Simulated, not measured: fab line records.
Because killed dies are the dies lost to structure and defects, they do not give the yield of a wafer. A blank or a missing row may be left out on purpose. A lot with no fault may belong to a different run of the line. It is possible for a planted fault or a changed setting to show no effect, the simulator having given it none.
fab line records	flow nandHarc
[record] lots = 24	wafers = 72	lastDay = 25
route steps=1159 shown A_STAIRCASE@566
lots that met no fault: taken from a fault-free run of the same line
startH: hours from the record's first day to the start of the lot's first wafer shown	waitH: hours from the lot's prior step to this one	" as in the row above	L1.1+2: a single row standing in for several wafers	- either no value or no given start	* or withheld: withheld	< > ~ a bound
route shown NAME@n: names a module that has steps shown in the file, with the first one's number in the route	usual: mean/standard deviation of fault-free wafers	same: alike in all rows	chamber/n: place in a boat	sites: each site's reading	_std_site: standard deviation across them	_edge_site: mean of outer sites minus mean of inner sites	radiusMm: for every site, how far away it sits from the centre of the wafer	mask NAME#n: copy n	behind: the tool/chamber that last shaped the wafer	hold: the reason the lot was held/the length of the hold in hours/how it ended	device: the n, p or np transistor that did not switch	end of line: tests of these same wafers at the route's end	a step given without rows: its recipe and nothing more	killed: at the first sort, the dies lost to defects and structure; wafer yield is something else	map: dies across one wafer; x = killed, . = not, _ = none there
set.NAME: setting as actually run; set.NAME@STEP: the setting as run at that earlier step	model.NAME: the simulator's own value behind a step, which no gauge read
route steps across a sampled set of lots; one table per step, one row per wafer
services: from which hour (startH, from the record's first day; less than 0 if before it) a tool's chamber was out of use, for how many hours, and why
[[steps]]
[step NHARC_A_STAIRCASE_STRIP_175]
[recipe] powerW = 1500	tempC = 250	chemistry = O2
[usual] drypumpMotorCurrentA = 5.7/0.4	heaterPowerW = 310/47
lot.wafer	tool	chamber	startH	waitH	drypumpMotorCurrentA	heaterPowerW	rfHoursCounterH
L074.2	plasmaAsher-02	0	235.59	0.1	6.4	373	15
L074.3	"	1	"	"	5.5	331	-
L074.4	"	0	"	"	6.4	372	-
L075.1	plasmaAsher-01	0	252.24	0.1	5.6	262	49
L075.4	"	1	"	"	5.3	299	-
L075.3	"	0	"	"	5.6	269	-
L077.1	plasmaAsher-02	1	252.56	0.1	5.4	327	21
L077.3	"	0	"	"	6.4	365	-
L077.5	"	1	"	"	5.4	337	-
L079.1	plasmaAsher-01	1	256.22	0.1	5.3	297	50
L079.4	"	0	"	"	5.6	272	-
L079.5	"	0	"	"	5.6	274	-
L076.1	plasmaAsher-02	0	256.90	0.1	6.4	372	22
L076.3	"	1	"	"	5.5	329	-
L076.6	"	1	"	"	5.4	330	-
L078.2	plasmaAsher-01	1	262.21	0.1	5.3	296	53
L078.5	"	0	"	"	5.6	263	-
L078.6	"	1	"	"	5.4	300	-
L080.2	plasmaAsher-01	0	263.25	0.3	5.6	275	54
L080.5	"	1	"	"	5.3	299	-
L080.6	"	0	"	"	5.7	261	-
L082.1	plasmaAsher-02	1	285.00	0.2	5.4	341	33
L082.2	"	0	"	"	6.4	381	33
L082.6	"	1	"	"	5.4	332	-
L081.2	plasmaAsher-01	0	285.25	0.2	5.6	244	0
L081.5	"	0	"	"	5.6	245	-
L081.6	"	1	"	"	5.3	286	-
L084.1	plasmaAsher-02	0	301.00	0.1	6.4	380	39
L084.6	"	1	"	"	5.4	344	-
L084.5	"	0	"	"	6.4	375	-
L083.3	plasmaAsher-02	0	301.61	0.2	6.4	366	-
L083.4	"	1	"	"	5.4	336	-
L083.5	"	0	"	"	6.4	375	-
L085.2	plasmaAsher-01	0	305.59	0.1	5.6	248	7
L085.4	"	1	"	"	5.3	294	-
L085.3	"	0	"	"	5.6	236	-
L087.2	plasmaAsher-01	1	328.33	0.1	5.3	293	14
L087.3	"	0	"	"	5.6	248	-
L087.4	"	1	"	"	5.3	291	-
L086.3	plasmaAsher-02	0	328.60	0.3	6.4	371	-
L086.4	"	1	"	"	5.4	339	-
L086.6	"	1	"	"	5.4	331	-
L089.4	plasmaAsher-02	0	333.37	0.2	6.4	379	-
L089.3	"	1	"	"	5.4	339	-
L089.5	"	1	"	"	5.4	340	-
L088.2	plasmaAsher-01	1	333.95	0.1	5.3	288	16
L088.6	"	1	"	"	5.3	286	-
L088.5	"	0	"	"	5.6	244	-
L090.1	plasmaAsher-02	1	341.62	0.1	5.4	327	52
L090.4	"	0	"	"	6.4	382	-
L090.3	"	1	"	"	5.4	337	-
L092.1	plasmaAsher-02	0	348.24	0.1	6.4	377	54
L092.2	"	1	"	"	5.4	330	54
L092.5	"	0	"	"	6.4	369	-
L091.2	plasmaAsher-02	1	350.12	0.1	5.4	345	54
L091.4	"	0	"	"	6.4	379	-
L091.3	"	1	"	"	5.4	334	-
L093.2	plasmaAsher-01	0	354.78	0.1	5.6	244	23
L093.4	"	1	"	"	5.3	287	-
L093.5	"	0	"	"	5.6	245	-
L094.1	plasmaAsher-01	1	358.23	0.1	5.3	289	23
L094.3	"	1	"	"	5.3	298	-
L094.5	"	0	"	"	5.6	244	-
L095.2	plasmaAsher-01	1	360.84	0.1	5.3	295	24
L095.4	"	0	"	"	5.6	244	-
L095.6	"	0	"	"	5.7	245	-
L096.1	plasmaAsher-01	1	362.36	0.3	5.3	291	25
L096.3	"	1	"	"	5.3	281	-
L096.5	"	1	"	"	5.3	283	-
L097.2	plasmaAsher-01	1	368.07	0.2	5.3	293	29
L097.4	"	0	"	"	5.6	245	-
L097.3	"	1	"	"	5.3	297	-
[step NHARC_A_STAIRCASE_ETCH_188]
[recipe] targetDepthA = 1000	timeS = 40.5	ionEnergyEv = 400	c4f8FlowSccm = 20	o2FlowSccm = 10	arFlowSccm = withheld	rfW = 600	biasW = 1000	chemistry = C4F8/O2
[usual] oesProductAu = 0.940/0.018	rfVppV = 893/5.2
lot.wafer	tool	chamber	startH	waitH	oesProductAu	rfHoursCounterH	rfVppV
L074.3	rieDiel-01	1	-	-	0.960	37	898
L074.4	"	3	"	"	0.970	32	892
L074.2	"	0	"	"	0.943	34	889
L075.3	rieDiel-01	1	-	-	0.964	42	898
L075.1	"	2	"	"	0.949	42	892
L075.4	"	3	"	"	0.943	37	892
L077.1	rieDiel-07	0	-	-	0.950	6	887
L077.3	"	1	"	"	0.963	6	901
L077.5	"	1	"	"	0.953	-	899
L079.1	rieDiel-07	2	-	-	0.928	8	894
L079.4	"	3	"	"	0.941	8	904
L079.5	"	0	"	"	0.959	-	887
L076.1	rieDiel-11	0	-	-	0.915	23	899
L076.3	"	1	"	"	0.939	23	890
L076.6	"	0	"	"	0.911	-	902
L078.2	rieDiel-11	3	-	-	0.971	24	889
L078.5	"	2	"	"	0.958	-	891
L078.6	"	3	"	"	0.975	-	890
L080.2	rieDiel-01	3	-	-	0.941	42	891
L080.6	"	2	"	"	0.962	-	893
L080.5	"	3	"	"	0.959	-	892
L082.1	rieDiel-01	1	-	-	0.969	52	898
L082.2	"	0	"	"	0.961	48	888
L082.6	"	2	"	"	0.970	-	891
L081.2	rieDiel-07	3	-	-	0.915	19	905
L081.6	"	0	"	"	0.943	-	886
L081.5	"	1	"	"	0.920	-	899
L084.1	rieDiel-07	1	-	-	0.968	24	900
L084.5	"	2	"	"	0.946	-	895
L084.6	"	3	"	"	0.953	-	903
L083.4	rieDiel-01	3	-	-	0.971	53	892
L083.3	"	0	"	"	0.960	53	889
L083.5	"	2	"	"	0.960	-	891
L085.3	rieDiel-11	0	-	-	0.923	40	898
L085.4	"	1	"	"	0.934	42	889
L085.2	"	2	"	"	0.923	37	891
L087.4	rieDiel-01	2	-	-	0.972	1	892
L087.2	"	3	"	"	0.944	1	891
L087.3	"	1	"	"	0.937	2	899
L086.4	rieDiel-11	0	-	-	0.917	49	898
L086.3	"	1	"	"	0.926	53	888
L086.6	"	0	"	"	0.906	-	898
L089.3	rieDiel-01	1	-	-	0.935	3	899
L089.5	"	0	"	"	0.940	-	887
L089.4	"	3	"	"	0.932	-	892
L088.2	rieDiel-11	1	-	-	0.933	55	888
L088.6	"	0	"	"	0.906	-	899
L088.5	"	1	"	"	0.927	-	888
L090.3	rieDiel-11	2	-	-	0.928	55	890
L090.4	"	3	"	"	0.931	56	889
L090.1	"	0	"	"	0.899	54	899
L092.1	rieDiel-01	0	-	-	0.929	8	889
L092.2	"	2	"	"	0.936	6	891
L092.5	"	0	"	"	0.919	-	888
L091.4	rieDiel-07	1	-	-	0.934	36	899
L091.3	"	2	"	"	0.916	33	893
L091.2	"	3	"	"	0.918	40	904
L093.4	rieDiel-01	0	-	-	0.937	12	887
L093.2	"	2	"	"	0.949	9	892
L093.5	"	3	"	"	0.935	-	891
L094.3	rieDiel-11	2	-	-	0.943	62	892
L094.1	"	0	"	"	0.910	60	899
L094.5	"	1	"	"	0.947	-	888
L095.4	rieDiel-07	0	-	-	0.940	41	887
L095.2	"	1	"	"	0.934	40	899
L095.6	"	1	"	"	0.941	-	899
L096.3	rieDiel-07	0	-	-	0.948	43	886
L096.1	"	2	"	"	0.917	38	893
L096.5	"	3	"	"	0.909	-	904
L097.3	rieDiel-07	3	-	-	0.932	48	902
L097.4	"	0	"	"	0.952	45	887
L097.2	"	1	"	"	0.935	44	900
[step NHARC_A_STAIRCASE_ETCH_190]
[recipe] targetDepthA = 1000	timeS = 40.5	ionEnergyEv = 400	c4f8FlowSccm = 20	o2FlowSccm = 10	arFlowSccm = withheld	rfW = 600	biasW = 1000	chemistry = C4F8/O2
[usual] oesProductAu = 0.944/0.015	rfVppV = 893/5.3
lot.wafer	tool	chamber	startH	waitH	oesProductAu	rfHoursCounterH	rfVppV
L074.2	rieDiel-01	3	-	-	0.954	33	892
L074.3	"	1	"	"	0.971	37	898
L074.4	"	2	"	"	0.968	36	892
L075.3	rieDiel-01	3	-	-	0.941	38	892
L075.4	"	0	"	"	0.929	38	888
L075.1	"	1	"	"	0.949	43	898
L077.1	rieDiel-07	2	-	-	0.921	7	894
L077.3	"	3	"	"	0.944	6	904
L077.5	"	0	"	"	0.960	-	888
L079.1	rieDiel-07	0	-	-	0.939	8	887
L079.4	"	3	"	"	0.937	8	906
L079.5	"	0	"	"	0.948	-	888
L076.1	rieDiel-11	0	-	-	0.913	23	898
L076.3	"	1	"	"	0.934	23	888
L076.6	"	0	"	"	0.909	-	899
L078.2	rieDiel-11	1	-	-	0.956	26	890
L078.6	"	2	"	"	0.955	-	892
L078.5	"	3	"	"	0.960	-	891
L080.2	rieDiel-01	3	-	-	0.946	42	892
L080.6	"	3	"	"	0.955	-	891
L080.5	"	2	"	"	0.960	-	891
L082.2	rieDiel-01	1	-	-	0.967	52	899
L082.1	"	2	"	"	0.965	54	891
L082.6	"	1	"	"	0.965	-	900
L081.2	rieDiel-07	2	-	-	0.932	14	894
L081.6	"	1	"	"	0.942	-	900
L081.5	"	2	"	"	0.931	-	894
L084.1	rieDiel-07	0	-	-	0.959	24	887
L084.6	"	2	"	"	0.949	-	894
L084.5	"	3	"	"	0.935	-	904
L083.4	rieDiel-01	1	-	-	0.953	57	898
L083.3	"	3	"	"	0.961	53	892
L083.5	"	1	"	"	0.953	-	899
L085.3	rieDiel-11	0	-	-	0.916	40	898
L085.2	"	1	"	"	0.938	43	887
L085.4	"	3	"	"	0.944	40	890
L087.4	rieDiel-01	3	-	-	0.959	1	892
L087.2	"	1	"	"	0.942	2	898
L087.3	"	2	"	"	0.966	1	891
L086.4	rieDiel-11	3	-	-	0.938	51	891
L086.3	"	0	"	"	0.911	49	898
L086.6	"	2	"	"	0.923	-	891
L089.3	rieDiel-01	1	-	-	0.962	3	899
L089.4	"	0	"	"	0.962	-	888
L089.5	"	3	"	"	0.937	-	892
L088.2	rieDiel-11	2	-	-	0.930	53	888
L088.6	"	1	"	"	0.944	-	889
L088.5	"	2	"	"	0.925	-	890
L090.3	rieDiel-11	3	-	-	0.951	56	888
L090.1	"	1	"	"	0.939	58	890
L090.4	"	2	"	"	0.954	55	890
L092.1	rieDiel-01	3	-	-	0.940	8	892
L092.2	"	0	"	"	0.948	8	887
L092.5	"	1	"	"	0.946	-	899
L091.4	rieDiel-07	3	-	-	0.929	41	904
L091.3	"	0	"	"	0.954	38	886
L091.2	"	2	"	"	0.918	33	893
L093.2	rieDiel-01	1	-	-	0.950	12	899
L093.4	"	2	"	"	0.970	9	890
L093.5	"	1	"	"	0.946	-	898
L094.3	rieDiel-11	0	-	-	0.921	60	898
L094.1	"	2	"	"	0.935	62	891
L094.5	"	0	"	"	0.923	-	898
L095.4	rieDiel-07	0	-	-	0.955	42	887
L095.2	"	1	"	"	0.941	40	899
L095.6	"	0	"	"	0.953	-	888
L096.3	rieDiel-07	2	-	-	0.921	38	894
L096.1	"	3	"	"	0.930	46	904
L096.5	"	2	"	"	0.924	-	894
L097.4	rieDiel-07	1	-	-	0.938	44	900
L097.3	"	2	"	"	0.928	41	895
L097.2	"	3	"	"	0.942	48	903
[step NHARC_A_STAIRCASE_ETCH_203]
[recipe] targetDepthA = 1000	timeS = 40.5	ionEnergyEv = 400	c4f8FlowSccm = 20	o2FlowSccm = 10	arFlowSccm = withheld	rfW = 600	biasW = 1000	chemistry = C4F8/O2
[usual] oesProductAu = 0.943/0.014	rfVppV = 894/5.7
lot.wafer	tool	chamber	startH	waitH	oesProductAu	rfHoursCounterH	rfVppV
L074.3	rieDiel-07	2	-	-	0.935	1	894
L074.2	"	3	"	"	0.952	0	905
L074.4	"	1	"	"	0.956	0	901
L075.1	rieDiel-11	2	-	-	0.945	16	892
L075.3	"	3	"	"	0.952	21	890
L075.4	"	1	"	"	0.950	22	890
L077.1	rieDiel-01	1	-	-	0.955	44	900
L077.3	"	2	"	"	0.968	43	892
L077.5	"	1	"	"	0.946	-	899
L079.1	rieDiel-07	2	-	-	0.930	9	895
L079.4	"	3	"	"	0.934	9	904
L079.5	"	3	"	"	0.936	-	904
L076.3	rieDiel-07	2	-	-	0.935	10	894
L076.1	"	3	"	"	0.955	9	906
L076.6	"	3	"	"	0.944	-	905
L078.2	rieDiel-07	2	-	-	0.945	12	894
L078.5	"	1	"	"	0.970	-	901
L078.6	"	2	"	"	0.935	-	893
L080.2	rieDiel-01	0	-	-	0.947	44	888
L080.5	"	0	"	"	0.943	-	889
L080.6	"	3	"	"	0.945	-	892
L082.2	rieDiel-01	1	-	-	0.951	53	899
L082.1	"	2	"	"	0.956	55	891
L082.6	"	0	"	"	0.938	-	888
L081.2	rieDiel-01	3	-	-	0.954	50	890
L081.6	"	0	"	"	0.942	-	888
L081.5	"	1	"	"	0.962	-	899
L084.1	rieDiel-07	0	-	-	0.954	25	887
L084.6	"	0	"	"	0.949	-	886
L084.5	"	1	"	"	0.955	-	901
L083.4	rieDiel-01	0	-	-	0.933	53	887
L083.3	"	3	"	"	0.965	54	892
L083.5	"	0	"	"	0.934	-	889
L085.2	rieDiel-11	2	-	-	0.942	38	891
L085.3	"	0	"	"	0.928	41	899
L085.4	"	1	"	"	0.958	43	888
L086.4	rieDiel-11	3	-	-	0.949	52	890
L086.3	"	1	"	"	0.945	53	888
L086.6	"	3	"	"	0.944	-	889
L087.2	rieDiel-01	0	-	-	0.938	3	888
L087.3	"	1	"	"	0.948	3	898
L087.4	"	0	"	"	0.943	-	889
L089.3	rieDiel-01	0	-	-	0.941	4	887
L089.4	"	3	"	"	0.946	-	891
L089.5	"	0	"	"	0.947	-	888
L088.2	rieDiel-11	0	-	-	0.949	52	897
L088.5	"	1	"	"	0.949	-	889
L088.6	"	2	"	"	0.953	-	891
L090.1	rieDiel-11	1	-	-	0.939	59	889
L090.3	"	2	"	"	0.931	56	890
L090.4	"	0	"	"	0.917	55	899
L092.2	rieDiel-07	1	-	-	0.944	36	901
L092.1	"	3	"	"	0.926	41	904
L092.5	"	1	"	"	0.939	-	900
L091.2	rieDiel-07	1	-	-	0.935	37	900
L091.4	"	3	"	"	0.930	41	905
L091.3	"	0	"	"	0.957	38	887
L093.4	rieDiel-11	2	-	-	0.932	62	891
L093.2	"	3	"	"	0.954	62	890
L093.5	"	1	"	"	0.935	-	889
L094.3	rieDiel-11	1	-	-	0.947	66	889
L094.1	"	0	"	"	0.928	61	898
L094.5	"	2	"	"	0.928	-	889
L095.2	rieDiel-07	2	-	-	0.920	39	894
L095.4	"	3	"	"	0.931	46	905
L095.6	"	1	"	"	0.931	-	899
L096.3	rieDiel-07	1	-	-	0.946	43	899
L096.1	"	2	"	"	0.912	40	894
L096.5	"	3	"	"	0.925	-	904
L097.3	rieDiel-07	2	-	-	0.924	42	894
L097.4	"	3	"	"	0.937	49	904
L097.2	"	0	"	"	0.965	47	886
[step NHARC_A_STAIRCASE_TRIM_226]
[recipe] timeS = 211.2	o2FlowSccm = 500	arFlowSccm = 0	biasW = 0	chemistry = O2
[usual] drypumpMotorCurrentA = 5.7/0.59	oesProductAu = 1.002/0.015	rfVppV = 57.6/0.9	showerheadPlenumPTorr = 3.47/0.15	throttleValvePct = 17.035/0.0098
lot.wafer	tool	chamber	startH	waitH	drypumpMotorCurrentA	oesProductAu	rfHoursCounterH	rfVppV	showerheadPlenumPTorr	throttleValvePct
L074.3	rieDiel-07	3	-	-	5.4	1.006	1	58.1	3.78	17.036
L074.2	"	0	"	"	5.3	1.018	1	57.2	3.31	17.019
L074.4	"	1	"	"	6.4	1.020	1	59.5	3.65	17.023
L075.3	rieDiel-01	3	-	-	4.9	1.011	40	56.7	3.42	17.039
L075.1	"	0	"	"	6.6	0.990	40	57.1	3.32	17.017
L075.4	"	2	"	"	5.7	1.007	44	57.2	3.40	17.017
L077.3	rieDiel-11	2	-	-	5.1	0.999	17	58.1	3.40	17.026
L077.1	"	3	"	"	5.5	1.011	22	57.7	3.38	17.039
L077.5	"	1	"	"	5.1	1.010	-	57.2	3.35	17.013
L079.1	rieDiel-01	0	-	-	6.6	0.987	42	58.4	3.32	17.020
L079.4	"	2	"	"	5.7	1.028	-	56.9	3.40	17.045
L079.5	"	3	"	"	4.9	1.017	-	59.4	3.42	17.040
L076.3	rieDiel-07	1	-	-	6.4	1.008	10	58.1	3.64	17.048
L076.1	"	3	"	"	5.4	1.000	10	58.1	3.77	17.038
L076.6	"	1	"	"	6.3	1.019	-	57.5	3.64	17.033
L078.2	rieDiel-01	0	-	-	6.6	1.002	44	57.7	3.32	17.032
L078.6	"	2	"	"	5.7	1.019	-	55.8	3.40	17.039
L078.5	"	3	"	"	4.9	1.008	-	58.2	3.42	17.054
L080.2	rieDiel-07	0	-	-	5.3	1.019	12	56.8	3.30	17.024
L080.6	"	1	"	"	6.4	1.008	-	58.2	3.64	17.046
L080.5	"	3	"	"	5.4	1.003	-	57.5	3.77	17.028
L082.1	rieDiel-11	0	-	-	6.0	0.966	36	58.6	3.60	17.033
L082.2	"	3	"	"	5.5	1.007	36	56.6	3.37	17.038
L082.6	"	1	"	"	5.1	0.991	-	57.6	3.34	17.035
L081.2	rieDiel-11	1	-	-	5.1	0.994	39	56.0	3.34	17.035
L081.6	"	3	"	"	5.5	1.016	-	57.3	3.37	17.027
L081.5	"	0	"	"	6.0	0.971	-	58.0	3.60	17.039
L084.1	rieDiel-01	2	-	-	5.7	1.021	59	57.7	3.39	17.032
L084.6	"	1	"	"	5.3	1.027	-	58.2	3.59	17.041
L084.5	"	2	"	"	5.7	1.026	-	57.1	3.39	17.035
L083.3	rieDiel-11	2	-	-	5.1	0.995	37	58.0	3.39	17.037
L083.4	"	0	"	"	6.0	0.975	40	57.7	3.60	17.035
L083.5	"	1	"	"	5.1	0.998	-	57.5	3.34	17.048
L085.4	rieDiel-11	2	-	-	5.1	0.997	38	57.6	3.39	17.034
L085.2	"	3	"	"	5.5	1.011	41	57.4	3.37	17.042
L085.3	"	1	"	"	5.1	0.996	44	57.0	3.34	17.027
L086.3	rieDiel-11	0	-	-	6.0	0.978	50	58.2	3.59	17.035
L086.4	"	3	"	"	5.5	1.009	53	57.2	3.36	17.042
L086.6	"	0	"	"	6.0	0.976	-	58.0	3.59	17.033
L087.3	rieDiel-07	2	-	-	6.7	1.003	27	58.1	3.47	17.034
L087.4	"	0	"	"	5.3	1.029	32	57.7	3.29	17.042
L087.2	"	1	"	"	6.4	0.998	31	56.7	3.63	17.043
L089.4	rieDiel-11	3	-	-	5.5	1.016	55	57.8	3.36	17.019
L089.3	"	0	"	"	6.0	0.972	52	56.8	3.59	17.036
L089.5	"	2	"	"	5.1	0.995	-	56.7	3.38	17.041
L088.2	rieDiel-07	2	-	-	6.8	0.983	28	56.2	3.47	17.052
L088.5	"	3	"	"	5.4	0.997	-	60.1	3.76	17.043
L088.6	"	0	"	"	5.3	1.025	-	58.5	3.29	17.039
L090.3	rieDiel-01	3	-	-	4.9	0.995	7	57.1	3.41	17.035
L090.1	"	0	"	"	6.6	1.001	7	57.0	3.31	17.048
L090.4	"	2	"	"	5.7	1.011	5	57.2	3.39	17.036
L092.1	rieDiel-07	1	-	-	6.4	0.998	37	58.4	3.63	17.044
L092.2	"	3	"	"	5.4	0.984	42	59.6	3.75	17.030
L092.5	"	0	"	"	5.3	1.015	-	56.9	3.29	17.039
L091.3	rieDiel-11	0	-	-	6.0	0.961	58	58.7	3.59	17.030
L091.2	"	1	"	"	5.1	1.013	64	58.6	3.33	17.043
L091.4	"	2	"	"	5.1	1.000	61	57.7	3.38	17.030
L093.2	rieDiel-11	0	-	-	6.0	0.969	61	57.7	3.59	17.032
L093.4	"	1	"	"	5.1	1.010	66	56.7	3.33	17.051
L093.5	"	0	"	"	6.0	0.982	-	58.3	3.59	17.044
L094.1	rieDiel-07	1	-	-	6.4	0.998	42	57.3	3.63	17.045
L094.3	"	0	"	"	5.3	1.012	43	58.6	3.28	17.025
L094.5	"	2	"	"	6.7	0.978	-	58.3	3.47	17.036
L095.4	rieDiel-07	3	-	-	5.4	0.980	48	57.7	3.75	17.031
L095.2	"	2	"	"	6.8	0.995	41	58.3	3.47	17.051
L095.6	"	0	"	"	5.3	1.012	-	56.3	3.28	17.030
L096.3	rieDiel-01	0	-	-	6.6	1.010	18	56.8	3.30	17.020
L096.1	"	2	"	"	5.7	1.012	16	56.4	3.38	17.029
L096.5	"	1	"	"	5.3	1.008	-	57.5	3.58	17.049
L097.2	rieDiel-07	2	-	-	6.8	0.983	43	58.3	3.47	17.026
L097.4	"	0	"	"	5.3	1.017	47	55.9	3.28	17.033
L097.3	"	1	"	"	6.4	0.998	46	57.3	3.62	17.037
[step NHARC_A_STAIRCASE_TRIM_235]
[recipe] timeS = 211.2	o2FlowSccm = 500	arFlowSccm = 0	biasW = 0	chemistry = O2
[usual] drypumpMotorCurrentA = 5.7/0.62	oesProductAu = 1.004/0.013	rfVppV = 57.5/0.94	showerheadPlenumPTorr = 3.45/0.13	throttleValvePct = 17.037/0.0097
lot.wafer	tool	chamber	startH	waitH	drypumpMotorCurrentA	oesProductAu	rfHoursCounterH	rfVppV	showerheadPlenumPTorr	throttleValvePct
L074.3	rieDiel-01	2	-	-	5.7	1.015	39	57.5	3.40	17.045
L074.2	"	3	"	"	4.9	1.013	35	58.3	3.42	17.034
L074.4	"	0	"	"	6.6	1.002	36	57.9	3.32	17.037
L075.3	rieDiel-01	0	-	-	6.6	0.995	40	56.4	3.32	17.043
L075.4	"	2	"	"	5.7	1.019	44	56.0	3.40	17.033
L075.1	"	3	"	"	4.9	1.008	40	56.8	3.42	17.052
L077.3	rieDiel-11	0	-	-	6.0	0.972	24	58.2	3.61	17.040
L077.1	"	1	"	"	5.1	1.001	25	57.4	3.35	17.031
L077.5	"	1	"	"	5.1	0.989	-	58.1	3.35	17.034
L076.3	rieDiel-07	0	-	-	5.3	1.022	10	58.0	3.30	17.033
L076.1	"	2	"	"	6.8	0.994	11	58.1	3.48	17.031
L076.6	"	3	"	"	5.4	1.001	-	57.7	3.77	17.026
L079.1	rieDiel-01	2	-	-	5.7	1.024	46	60.1	3.40	17.025
L079.4	"	3	"	"	4.9	1.005	-	55.8	3.42	17.047
L079.5	"	0	"	"	6.6	1.006	-	56.6	3.32	17.032
L078.2	rieDiel-01	1	-	-	5.3	1.017	46	58.3	3.60	17.038
L078.5	"	0	"	"	6.6	1.012	-	57.2	3.32	17.047
L078.6	"	1	"	"	5.3	1.023	-	59.0	3.60	17.024
L080.2	rieDiel-01	2	-	-	5.7	1.025	49	57.7	3.40	17.022
L080.6	"	1	"	"	5.2	1.027	-	58.3	3.60	17.024
L080.5	"	2	"	"	5.7	1.031	-	59.0	3.40	17.046
L082.2	rieDiel-11	0	-	-	6.0	0.975	37	57.9	3.60	17.035
L082.1	"	1	"	"	5.1	0.999	39	57.7	3.34	17.028
L082.6	"	0	"	"	6.0	0.980	-	57.9	3.60	17.035
L081.2	rieDiel-07	1	-	-	6.3	1.017	23	58.6	3.64	17.028
L081.6	"	2	"	"	6.8	1.003	-	57.5	3.48	17.031
L081.5	"	3	"	"	5.4	1.003	-	57.6	3.76	17.028
L084.1	rieDiel-07	2	-	-	6.7	0.990	21	58.3	3.48	17.036
L084.5	"	0	"	"	5.3	1.020	-	57.9	3.29	17.036
L084.6	"	1	"	"	6.4	1.000	-	59.6	3.64	17.037
L083.4	rieDiel-01	3	-	-	4.9	0.999	55	56.9	3.41	17.056
L083.3	"	2	"	"	5.7	1.017	60	57.6	3.39	17.055
L083.5	"	3	"	"	4.9	1.004	-	57.7	3.41	17.034
L085.3	rieDiel-01	2	-	-	5.7	1.023	61	57.1	3.39	17.040
L085.2	"	3	"	"	4.9	1.004	56	56.6	3.41	17.046
L085.4	"	3	"	"	4.9	1.002	-	58.8	3.41	17.026
L086.3	rieDiel-11	2	-	-	5.1	0.999	52	56.9	3.38	17.032
L086.4	"	0	"	"	6.0	0.995	51	58.4	3.59	17.041
L086.6	"	2	"	"	5.1	0.996	-	57.1	3.38	17.043
L087.4	rieDiel-11	2	-	-	5.1	0.987	53	57.4	3.38	17.030
L087.3	"	3	"	"	5.5	1.005	54	57.7	3.36	17.009
L087.2	"	0	"	"	6.0	0.976	51	57.6	3.59	17.037
L089.3	rieDiel-11	2	-	-	5.1	0.989	54	57.1	3.38	17.021
L089.4	"	3	"	"	5.5	1.015	55	57.5	3.36	17.040
L089.5	"	1	"	"	5.1	1.004	-	57.4	3.33	17.034
L088.2	rieDiel-11	0	-	-	6.0	0.973	53	56.6	3.59	17.036
L088.5	"	3	"	"	5.5	1.013	-	57.5	3.36	17.035
L088.6	"	0	"	"	6.0	0.971	-	58.9	3.59	17.015
L090.1	rieDiel-01	1	-	-	5.2	1.006	8	59.8	3.59	17.042
L090.4	"	2	"	"	5.7	1.000	6	56.7	3.39	17.044
L090.3	"	0	"	"	6.6	1.007	8	59.0	3.31	17.042
L092.1	rieDiel-01	0	-	-	6.6	1.000	12	56.7	3.31	17.035
L092.2	"	3	"	"	4.9	0.988	12	57.6	3.40	17.046
L092.5	"	1	"	"	5.3	0.997	-	55.8	3.59	17.033
L091.2	rieDiel-07	1	-	-	6.4	1.006	38	57.9	3.63	17.057
L091.4	"	2	"	"	6.8	0.989	35	57.9	3.47	17.026
L091.3	"	3	"	"	5.4	0.987	43	58.4	3.75	17.045
L093.4	rieDiel-11	2	-	-	5.1	0.996	64	57.0	3.38	17.043
L093.2	"	0	"	"	6.0	0.981	62	56.8	3.59	17.039
L093.5	"	2	"	"	5.1	0.993	-	57.8	3.38	17.026
L094.1	rieDiel-01	0	-	-	6.6	1.016	16	55.9	3.31	17.032
L094.3	"	1	"	"	5.2	1.008	16	57.4	3.58	17.066
L094.5	"	0	"	"	6.6	1.008	-	56.8	3.31	17.022
L095.4	rieDiel-01	3	-	-	4.9	0.993	19	57.4	3.40	17.028
L095.2	"	2	"	"	5.7	1.021	16	56.3	3.38	17.049
L095.6	"	0	"	"	6.6	1.016	-	55.9	3.30	17.034
L096.3	rieDiel-07	0	-	-	5.3	1.018	47	58.5	3.28	17.032
L096.1	"	1	"	"	6.4	1.005	45	56.5	3.62	17.039
L096.5	"	3	"	"	5.4	0.993	-	58.9	3.75	17.049
L097.4	rieDiel-01	0	-	-	6.6	1.005	20	56.3	3.30	17.046
L097.3	"	1	"	"	5.3	1.007	20	56.7	3.58	17.048
L097.2	"	3	"	"	4.9	0.987	21	56.8	3.40	17.022
[[services]]
tool	chamber	startH	hours	kind
rieDiel-07	-	215.01	1.7	repair
rieDiel-01	0	220.75	-	clean
rieDiel-01	1	220.75	-	clean
rieDiel-01	2	220.75	-	clean
rieDiel-01	3	220.75	-	clean
rieDiel-11	2	228.09	10.0	repair
rieDiel-07	-	228.46	9.0	pm
rieDiel-01	-	228.51	2.2	repair
rieDiel-01	0	245.25	-	clean
rieDiel-01	1	245.25	-	clean
rieDiel-01	2	245.25	-	clean
rieDiel-01	3	245.25	-	clean
rieDiel-01	1	261.53	5.9	repair
rieDiel-07	2	267.40	10.3	repair
rieDiel-01	0	269.75	-	clean
rieDiel-01	1	269.75	-	clean
rieDiel-01	2	269.75	-	clean
rieDiel-01	3	269.75	-	clean
plasmaAsher-01	-	276.25	9.0	pm
rieDiel-01	-	314.91	9.0	pm
rieDiel-01	2	331.12	8.1	repair
rieDiel-07	-	335.76	2.1	repair
plasmaAsher-02	-	360.00	9.0	pm
rieDiel-11	-	369.76	9.0	pm
[[key]]
fault none
